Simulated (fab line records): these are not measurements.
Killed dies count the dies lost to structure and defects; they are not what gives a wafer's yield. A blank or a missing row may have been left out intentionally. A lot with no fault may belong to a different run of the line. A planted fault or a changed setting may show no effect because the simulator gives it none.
Chamber matching    flow n5 finfet    N5_BEOL_M2_ETCH_77 on rie diel-02: 4 sister chambers
The step etches underlayer in N2/H2, target depth 6.5 nm, time 5.2 s. 4 wafers are shown with their chamber, then 8 later ones without.

EACH WAFER AND ITS CHAMBER
wafer   chamber  drypump motor current A (A)
L086.1  2        5.35
L086.5  0        5.95
L086.6  3        6.12
L088.2  1        5.54

WAFERS MISSING THEIR CHAMBER
wafer   drypump motor current A (A)
L088.3  5.98
L088.6  5.36
L091.1  6.08
L091.3  5.93
L091.5  5.96
L092.3  6.09
L092.4  5.58
L092.5  5.35

THE CHAMBER EACH PASSED THROUGH
wafer   from the rows above  in truth
L088.3  0                    0
L088.6  2                    2
L091.1  3                    3
L091.3  0                    0
L091.5  0                    0
L092.3  3                    3
L092.4  1                    1
L092.5  2                    2
Placed correctly: 8 of 8. Not placeable from these rows: 0. Number placed wrongly: 0.
How it was worked out, from the rows above alone: a wafer's distance from a chamber is the root of the sum, over the readings, of the square of ((its reading less the chamber's mean) divided by the reading's scatter). If the next closest chamber is less than 2 further off than the closest, the wafer can't be placed; otherwise it belongs to the closest. A chamber's mean is the mean of its shown wafers. The scatter (one wafer shown for each chamber): square how far every hidden wafer sits from the nearest shown wafer, average those squares and take the square root.
